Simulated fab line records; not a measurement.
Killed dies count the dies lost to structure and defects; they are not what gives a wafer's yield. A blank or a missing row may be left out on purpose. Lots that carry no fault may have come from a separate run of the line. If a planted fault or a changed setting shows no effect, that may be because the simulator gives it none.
Which of the tools did it? :: flow n5_finfet :: 29 wafers from 10 lots sampled at 6 of the route's 1938 steps

== WHAT THE GAUGES READ, wafer by wafer ==
N5_MOL_CONTACT_COAG_INSPECT_97: inspects for defects (darkfield). Usual: raw_defect_count at 43, with a standard deviation of 17.
lot: L364
measured: day 5 12:08
on: defect_inspect-01
raw_defect_count: 16 20 20
flag: 

lot: L365
measured: day 5 15:07
on: defect_inspect-02
raw_defect_count: 41 28 42
flag: 

lot: L369
measured: day 6 16:01
on: defect_inspect-01
raw_defect_count: 50 42 50
flag: 

lot: L371
measured: day 7 04:21
on: defect_inspect-01
raw_defect_count: 39 27 60
flag: 

lot: L375
measured: day 8 06:43
on: defect_inspect-02
raw_defect_count: 28 856
flag: OFF

lot: L377
measured: day 8 22:26
on: defect_inspect-01
raw_defect_count: 34 53 1099
flag: OFF

lot: L381
measured: day 9 18:28
on: defect_inspect-02
raw_defect_count: 41 47 53
flag: 

lot: L382
measured: day 10 06:16
on: defect_inspect-02
raw_defect_count: 43 49 66
flag: 

lot: L386
measured: day 11 05:37
on: defect_inspect-01
raw_defect_count: 40 12 48
flag: 

lot: L387
measured: day 11 12:38
on: defect_inspect-01
raw_defect_count: 45 19 32
flag: 

N5_BEOL_M4_RC_MEAS_101. Usual: DIBL_N 35.9 mV/V, standard deviation 1.8; DIBL_P 36.2 mV/V, standard deviation 2; IOFF_N 0.16 nA/um, standard deviation 0.031; IOFF_P 0.22 nA/um, standard deviation 0.041; ION_N 676 uA/um, standard deviation 11; ION_P 465 uA/um, standard deviation 8.5; SS_N 71.4 mV/dec, standard deviation 0.64; SS_P 73.2 mV/dec, standard deviation 0.7; VT_N 250 mV, standard deviation 3.5; VT_P -250 mV, standard deviation 3.9.
lot: L364
measured: day 8 04:23
on: prober-01
DIBL_N (mV/V): 35.4 36.9 35.3
DIBL_P (mV/V): 35.3 37.8 34.9
IOFF_N (nA/um): 0.13 0.17 0.14
IOFF_P (nA/um): 0.22 0.29 0.23
ION_N (uA/um): 672 694 674
ION_P (uA/um): 466 484 476
SS_N (mV/dec): 71.4 71.1 70.7
SS_P (mV/dec): 72.4 73.3 73.0
VT_N (mV): 255 249 252
VT_P (mV): -249 -244 -246
flag: 

lot: L365
measured: day 8 04:22
on: prober-02
DIBL_N (mV/V): 35.3 34.0 35.9
DIBL_P (mV/V): 37.7 35.3 37.8
IOFF_N (nA/um): 0.15 0.13 0.16
IOFF_P (nA/um): 0.21 0.18 0.22
ION_N (uA/um): 681 657 688
ION_P (uA/um): 472 456 467
SS_N (mV/dec): 70.8 70.9 70.8
SS_P (mV/dec): 73.5 73.1 73.5
VT_N (mV): 250 253 251
VT_P (mV): -250 -252 -249
flag: 

lot: L369
measured: day 9 22:53
on: prober-02
DIBL_N (mV/V): 35.2 36.6 34.1
DIBL_P (mV/V): 35.6 37.7 34.7
IOFF_N (nA/um): 0.13 0.16 0.12
IOFF_P (nA/um): 0.18 0.22 0.16
ION_N (uA/um): 658 671 672
ION_P (uA/um): 448 462 462
SS_N (mV/dec): 72.0 72.2 71.5
SS_P (mV/dec): 73.5 73.9 73.3
VT_N (mV): 252 248 252
VT_P (mV): -258 -254 -255
flag: 

lot: L371
measured: day 9 22:11
on: prober-01
DIBL_N (mV/V): 34.1 36.5 36.3
DIBL_P (mV/V): 32.5 35.7 35.0
IOFF_N (nA/um): 0.12 0.17 0.16
IOFF_P (nA/um): 0.19 0.24 0.22
ION_N (uA/um): 672 682 675
ION_P (uA/um): 468 464 459
SS_N (mV/dec): 71.3 71.4 71.6
SS_P (mV/dec): 72.5 73.8 72.7
VT_N (mV): 253 247 249
VT_P (mV): -250 -247 -247
flag: 

lot: L375
measured: day 11 02:14
on: prober-01
DIBL_N (mV/V): 36.9
DIBL_P (mV/V): 35.8
IOFF_N (nA/um): 0.16
IOFF_P (nA/um): 0.21
ION_N (uA/um): 675
ION_P (uA/um): 461
SS_N (mV/dec): 72.6
SS_P (mV/dec): 73.1
VT_N (mV): 249
VT_P (mV): -250
flag: 

lot: L377
measured: day 11 12:02
on: prober-01
DIBL_N (mV/V): 34.1 33.9
DIBL_P (mV/V): 35.4 34.9
IOFF_N (nA/um): 0.15 0.13
IOFF_P (nA/um): 0.19 0.18
ION_N (uA/um): 672 663
ION_P (uA/um): 461 459
SS_N (mV/dec): 70.4 71.3
SS_P (mV/dec): 73.0 72.6
VT_N (mV): 250 251
VT_P (mV): -252 -253
flag: 

lot: L381
measured: day 12 05:52
on: prober-01
DIBL_N (mV/V): 37.3 36.9 38.6
DIBL_P (mV/V): 38.5 37.9 39.0
IOFF_N (nA/um): 0.21 0.20 0.22
IOFF_P (nA/um): 0.24 0.23 0.24
ION_N (uA/um): 689 689 691
ION_P (uA/um): 464 468 463
SS_N (mV/dec): 72.4 71.9 71.9
SS_P (mV/dec): 74.3 74.2 74.4
VT_N (mV): 245 244 246
VT_P (mV): -249 -251 -250
flag: 

lot: L382
measured: day 12 20:40
on: prober-02
DIBL_N (mV/V): 36.1 42.1 37.3
DIBL_P (mV/V): 35.7 43.3 37.6
IOFF_N (nA/um): 0.13 0.29 0.16
IOFF_P (nA/um): 0.20 0.37 0.25
ION_N (uA/um): 661 712 677
ION_P (uA/um): 461 481 469
SS_N (mV/dec): 70.1 71.9 70.5
SS_P (mV/dec): 73.6 74.9 74.3
VT_N (mV): 252 239 250
VT_P (mV): -250 -239 -246
flag: 

lot: L386
measured: day 13 20:48
on: prober-02
DIBL_N (mV/V): 35.1 37.9 37.0
DIBL_P (mV/V): 35.2 37.1 36.8
IOFF_N (nA/um): 0.14 0.18 0.16
IOFF_P (nA/um): 0.21 0.24 0.24
ION_N (uA/um): 684 691 678
ION_P (uA/um): 470 473 470
SS_N (mV/dec): 71.1 71.3 71.6
SS_P (mV/dec): 72.6 74.2 73.5
VT_N (mV): 247 248 248
VT_P (mV): -248 -248 -248
flag: 

lot: L387
measured: day 14 09:07
on: prober-02
DIBL_N (mV/V): 35.7 35.4 35.6
DIBL_P (mV/V): 35.5 35.8 36.1
IOFF_N (nA/um): 0.13 0.13 0.14
IOFF_P (nA/um): 0.15 0.15 0.15
ION_N (uA/um): 676 678 675
ION_P (uA/um): 456 464 452
SS_N (mV/dec): 70.6 70.6 71.2
SS_P (mV/dec): 73.4 72.5 73.0
VT_N (mV): 250 254 249
VT_P (mV): -258 -259 -256
flag: 

== TOOL THAT RAN EACH LOT (tool first, then ch and the chambers of the sampled wafers, then the start) ==
lot: L364
N5_MOL_CONTACT_COAG_CVD_140: cvd_w-02 ch 0,1, day 5 08:26
N5_MOL_CONTACT_COAG_CMP_52: cmp-02 ch 0,2,3, day 5 08:46
N5_BEOL_M0_SAQP_HM_DEP_02: pvd_sputter-02, day 5 13:36
N5_BEOL_M0_SAQP_PECVD_97: pecvd-04 ch 0,1,2, day 5 13:48

lot: L365
N5_MOL_CONTACT_COAG_CVD_140: cvd_w-01 ch 0,1, day 5 10:31
N5_MOL_CONTACT_COAG_CMP_52: cmp-03 ch 0,1,3, day 5 10:55
N5_BEOL_M0_SAQP_HM_DEP_02: pvd_sputter-02, day 5 16:45
N5_BEOL_M0_SAQP_PECVD_97: pecvd-02 ch 1,2, day 5 16:59

lot: L369
N5_MOL_CONTACT_COAG_CVD_140: cvd_w-01 ch 0, day 6 12:10
N5_MOL_CONTACT_COAG_CMP_52: cmp-02 ch 0,1,2, day 6 12:43
N5_BEOL_M0_SAQP_HM_DEP_02: pvd_sputter-03, day 6 18:14
N5_BEOL_M0_SAQP_PECVD_97: pecvd-03 ch 0,1, day 6 18:25

lot: L371
N5_MOL_CONTACT_COAG_CVD_140: cvd_w-01 ch 0,1, day 7 00:40
N5_MOL_CONTACT_COAG_CMP_52: cmp-04 ch 1,2,3, day 7 01:02
N5_BEOL_M0_SAQP_HM_DEP_02: pvd_sputter-03, day 7 04:46
N5_BEOL_M0_SAQP_PECVD_97: pecvd-02 ch 0,1,2, day 7 04:58

lot: L375
N5_MOL_CONTACT_COAG_CVD_140: cvd_w-01 ch 0,1, day 8 03:02
N5_MOL_CONTACT_COAG_CMP_52: cmp-02 ch 1,2, day 8 03:26
N5_BEOL_M0_SAQP_HM_DEP_02: pvd_sputter-02, day 8 08:47
N5_BEOL_M0_SAQP_PECVD_97: pecvd-02 ch 2, day 8 08:58

lot: L377
N5_MOL_CONTACT_COAG_CVD_140: cvd_w-02 ch 0,1, day 8 18:46
N5_MOL_CONTACT_COAG_CMP_52: cmp-02 ch 0,1, day 8 19:05
N5_BEOL_M0_SAQP_HM_DEP_02: pvd_sputter-02, day 9 00:58
N5_BEOL_M0_SAQP_PECVD_97: pecvd-02 ch 0,1, day 9 01:09

lot: L381
N5_MOL_CONTACT_COAG_CVD_140: cvd_w-01 ch 0,1, day 9 14:48
N5_MOL_CONTACT_COAG_CMP_52: cmp-04 ch 0,1,3, day 9 15:11
N5_BEOL_M0_SAQP_HM_DEP_02: pvd_sputter-01, day 9 19:17
N5_BEOL_M0_SAQP_PECVD_97: pecvd-02 ch 1,2, day 9 19:29

lot: L382
N5_MOL_CONTACT_COAG_CVD_140: cvd_w-02 ch 0,1, day 10 02:36
N5_MOL_CONTACT_COAG_CMP_52: cmp-04 ch 0,2, day 10 02:55
N5_BEOL_M0_SAQP_HM_DEP_02: pvd_sputter-01, day 10 08:10
N5_BEOL_M0_SAQP_PECVD_97: pecvd-03 ch 0,2, day 10 08:21

lot: L386
N5_MOL_CONTACT_COAG_CVD_140: cvd_w-02 ch 0,1, day 11 00:46
N5_MOL_CONTACT_COAG_CMP_52: cmp-04 ch 0,2, day 11 01:07
N5_BEOL_M0_SAQP_HM_DEP_02: pvd_sputter-03, day 11 07:36
N5_BEOL_M0_SAQP_PECVD_97: pecvd-03 ch 0,1,2, day 11 07:48

lot: L387
N5_MOL_CONTACT_COAG_CVD_140: cvd_w-01 ch 1, day 11 08:58
N5_MOL_CONTACT_COAG_CMP_52: cmp-03 ch 0,2,3, day 11 09:17
N5_BEOL_M0_SAQP_HM_DEP_02: pvd_sputter-01, day 11 13:31
N5_BEOL_M0_SAQP_PECVD_97: pecvd-04 ch 1,2, day 11 13:43
- N5_MOL_CONTACT_COAG_CVD_140: deposits W, target thk 66.5 nm, time 215 s.
- N5_MOL_CONTACT_COAG_CMP_52: polishes, stops on SiO2, t overpolish 1.5 s, target thk 66.5 nm.
- N5_BEOL_M0_SAQP_HM_DEP_02: deposits TiN, target thk 12 nm.
- N5_BEOL_M0_SAQP_PECVD_97: deposits SiNx from SiH4/NH3/N2, target thk 23 nm, time 19.9 s.

== WHAT THE TOOLS THEMSELVES READ (means of the sampled wafers that have a number; where no wafer has one, the mark that the record gives instead) ==
N5_MOL_CONTACT_COAG_CVD_140. Usual: heater_power_w 527 W, standard deviation 69; susceptor_temp_C 300.01 C, standard deviation 0.16.
lot: L364
tool: cvd_w-02
heater_power_w (W): 598
susceptor_temp_C (C): 299.82
flag: 

lot: L365
tool: cvd_w-01
heater_power_w (W): 511
susceptor_temp_C (C): 299.98
flag: 

lot: L369
tool: cvd_w-01
heater_power_w (W): 528
susceptor_temp_C (C): 300.00
flag: 

lot: L371
tool: cvd_w-01
heater_power_w (W): 509
susceptor_temp_C (C): 299.84
flag: 

lot: L375
tool: cvd_w-01
heater_power_w (W): 508
susceptor_temp_C (C): 300.15
flag: 

lot: L377
tool: cvd_w-02
heater_power_w (W): 529
susceptor_temp_C (C): 300.08
flag: 

lot: L381
tool: cvd_w-01
heater_power_w (W): 509
susceptor_temp_C (C): 300.00
flag: 

lot: L382
tool: cvd_w-02
heater_power_w (W): 603
susceptor_temp_C (C): 299.92
flag: 

lot: L386
tool: cvd_w-02
heater_power_w (W): 595
susceptor_temp_C (C): 300.14
flag: 

lot: L387
tool: cvd_w-01
heater_power_w (W): 481
susceptor_temp_C (C): 300.04
flag: 

N5_MOL_CONTACT_COAG_CMP_52. Usual: motor_current_A 12.7 A, standard deviation 1.1; overpolish_run_s 1.500 s, standard deviation 0.01; slurry_flow_ml_min 150.0, standard deviation 0.47; time_to_endpoint_s 13.1 s, standard deviation 2.5.
lot: L364
tool: cmp-02
motor_current_A (A): 11.9
overpolish_run_s (s): 1.489
slurry_flow_ml_min: 149.9
time_to_endpoint_s (s): 10.9
flag: 

lot: L365
tool: cmp-03
motor_current_A (A): 13.1
overpolish_run_s (s): 1.502
slurry_flow_ml_min: 149.7
time_to_endpoint_s (s): 17.2
flag: 

lot: L369
tool: cmp-02
motor_current_A (A): 12.0
overpolish_run_s (s): 1.502
slurry_flow_ml_min: 149.8
time_to_endpoint_s (s): 13.3
flag: 

lot: L371
tool: cmp-04
motor_current_A (A): 12.7
overpolish_run_s (s): 1.500
slurry_flow_ml_min: 149.8
time_to_endpoint_s (s): 14.6
flag: 

lot: L375
tool: cmp-02
motor_current_A (A): 12.3
overpolish_run_s (s): 0.768
slurry_flow_ml_min: 149.9
time_to_endpoint_s (s): 18.8
flag: OFF

lot: L377
tool: cmp-02
motor_current_A (A): 12.5
overpolish_run_s (s): 1.009
slurry_flow_ml_min: 150.3
time_to_endpoint_s (s): 18.4
flag: OFF

lot: L381
tool: cmp-04
motor_current_A (A): 13.0
overpolish_run_s (s): 1.494
slurry_flow_ml_min: 149.7
time_to_endpoint_s (s): 11.3
flag: 

lot: L382
tool: cmp-04
motor_current_A (A): 13.2
overpolish_run_s (s): 1.502
slurry_flow_ml_min: 150.2
time_to_endpoint_s (s): 14.1
flag: 

lot: L386
tool: cmp-04
motor_current_A (A): 14.1
overpolish_run_s (s): 1.502
slurry_flow_ml_min: 149.9
time_to_endpoint_s (s): 13.8
flag: 

lot: L387
tool: cmp-03
motor_current_A (A): 13.0
overpolish_run_s (s): 1.497
slurry_flow_ml_min: 149.4
time_to_endpoint_s (s): 15.6
flag: 

N5_BEOL_M0_SAQP_HM_DEP_02. Usual: susceptor_temp_C 24.99 C, standard deviation 0.11; throttle_valve_pct 29.9 %, standard deviation 1.2.
lot: L364
tool: pvd_sputter-02
susceptor_temp_C (C): 25.11
throttle_valve_pct (%): 30.4
flag: 

lot: L365
tool: pvd_sputter-02
susceptor_temp_C (C): 25.00
throttle_valve_pct (%): 31.1
flag: 

lot: L369
tool: pvd_sputter-03
susceptor_temp_C (C): 25.02
throttle_valve_pct (%): 29.7
flag: 

lot: L371
tool: pvd_sputter-03
susceptor_temp_C (C): 25.06
throttle_valve_pct (%): 29.4
flag: 

lot: L375
tool: pvd_sputter-02
susceptor_temp_C (C): 24.96
throttle_valve_pct (%): 31.0
flag: 

lot: L377
tool: pvd_sputter-02
susceptor_temp_C (C): 24.96
throttle_valve_pct (%): 30.0
flag: 

lot: L381
tool: pvd_sputter-01
susceptor_temp_C (C): 24.92
throttle_valve_pct (%): 30.3
flag: 

lot: L382
tool: pvd_sputter-01
susceptor_temp_C (C): 25.02
throttle_valve_pct (%): 29.2
flag: 

lot: L386
tool: pvd_sputter-03
susceptor_temp_C (C): 24.95
throttle_valve_pct (%): 29.4
flag: 

lot: L387
tool: pvd_sputter-01
susceptor_temp_C (C): 24.98
throttle_valve_pct (%): 30.5
flag: 

N5_BEOL_M0_SAQP_PECVD_97. Usual: heater_power_w 512 W, standard deviation 55; showerhead_plenum_p_Torr 5.16 Torr, standard deviation 0.067; susceptor_temp_C 350.00 C, standard deviation 0.19; throttle_valve_pct 39.7 %, standard deviation 2.2.
lot: L364
tool: pecvd-04
heater_power_w (W): 549
showerhead_plenum_p_Torr (Torr): 5.16
susceptor_temp_C (C): 350.03
throttle_valve_pct (%): 39.1
flag: 

lot: L365
tool: pecvd-02
heater_power_w (W): 473
showerhead_plenum_p_Torr (Torr): 5.07
susceptor_temp_C (C): 349.90
throttle_valve_pct (%): 39.9
flag: 

lot: L369
tool: pecvd-03
heater_power_w (W): 516
showerhead_plenum_p_Torr (Torr): 5.23
susceptor_temp_C (C): 350.13
throttle_valve_pct (%): 39.3
flag: 

lot: L371
tool: pecvd-02
heater_power_w (W): 486
showerhead_plenum_p_Torr (Torr): 5.12
susceptor_temp_C (C): 349.94
throttle_valve_pct (%): 40.5
flag: 

lot: L375
tool: pecvd-02
heater_power_w (W): 416
showerhead_plenum_p_Torr (Torr): 5.05
susceptor_temp_C (C): 350.20
throttle_valve_pct (%): 39.0
flag: 

lot: L377
tool: pecvd-02
heater_power_w (W): 514
showerhead_plenum_p_Torr (Torr): 5.17
susceptor_temp_C (C): 349.76
throttle_valve_pct (%): 41.0
flag: 

lot: L381
tool: pecvd-02
heater_power_w (W): 462
showerhead_plenum_p_Torr (Torr): 5.07
susceptor_temp_C (C): 349.98
throttle_valve_pct (%): 40.0
flag: 

lot: L382
tool: pecvd-03
heater_power_w (W): 518
showerhead_plenum_p_Torr (Torr): 5.14
susceptor_temp_C (C): 350.02
throttle_valve_pct (%): 40.5
flag: 

lot: L386
tool: pecvd-03
heater_power_w (W): 491
showerhead_plenum_p_Torr (Torr): 5.19
susceptor_temp_C (C): 349.98
throttle_valve_pct (%): 40.1
flag: 

lot: L387
tool: pecvd-04
heater_power_w (W): 531
showerhead_plenum_p_Torr (Torr): 5.18
susceptor_temp_C (C): 349.88
throttle_valve_pct (%): 40.1
flag: 

== THE ANSWER, worked out from the rows above alone ==
Rule: lot off if the mean of its wafers having a number is beyond 3 standard deviations from the usual mean. Also off: a lot with no number at a reading for which 4 or more lots have one. Any other lot the step has rows for is counted as sound. Order of review: gauges by route order, followed by the tools' own readings, for which a lot's mean as printed above is used. At the first step where some lot is off, the reading lying furthest off is the one used; lots without a number count as furthest.
Off at N5_MOL_CONTACT_COAG_INSPECT_97 (raw_defect_count): L375, L377.
If a tool, at a process step before that reading, ran all the lots that are off and no sound lot after the first of them, it fits. Not tried: the gauges at N5_MOL_CONTACT_COAG_INSPECT_97; whatever is off there is also off at N5_MOL_CONTACT_COAG_CMP_52, on other tools, and gauge error can't account for it. One candidate fits, namely cmp-02 at N5_MOL_CONTACT_COAG_CMP_52. Its last sound lot is L369 (day 6 12:43), its first lot that is off L375 (day 8 03:26): a fault that began between those two fits.
The tool's own readings at N5_MOL_CONTACT_COAG_CMP_52 bear it out: on the lots that are off they differ by more than 5 times the standard deviation of the sound lots' means. overpolish_run_s reads 0.888 s there against 1.498 s on the sound lots.

== WHAT THE SIMULATOR PUT IN ==
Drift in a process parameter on cmp-02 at N5_MOL_CONTACT_COAG_CMP_52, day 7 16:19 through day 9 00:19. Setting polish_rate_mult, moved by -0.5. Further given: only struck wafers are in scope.
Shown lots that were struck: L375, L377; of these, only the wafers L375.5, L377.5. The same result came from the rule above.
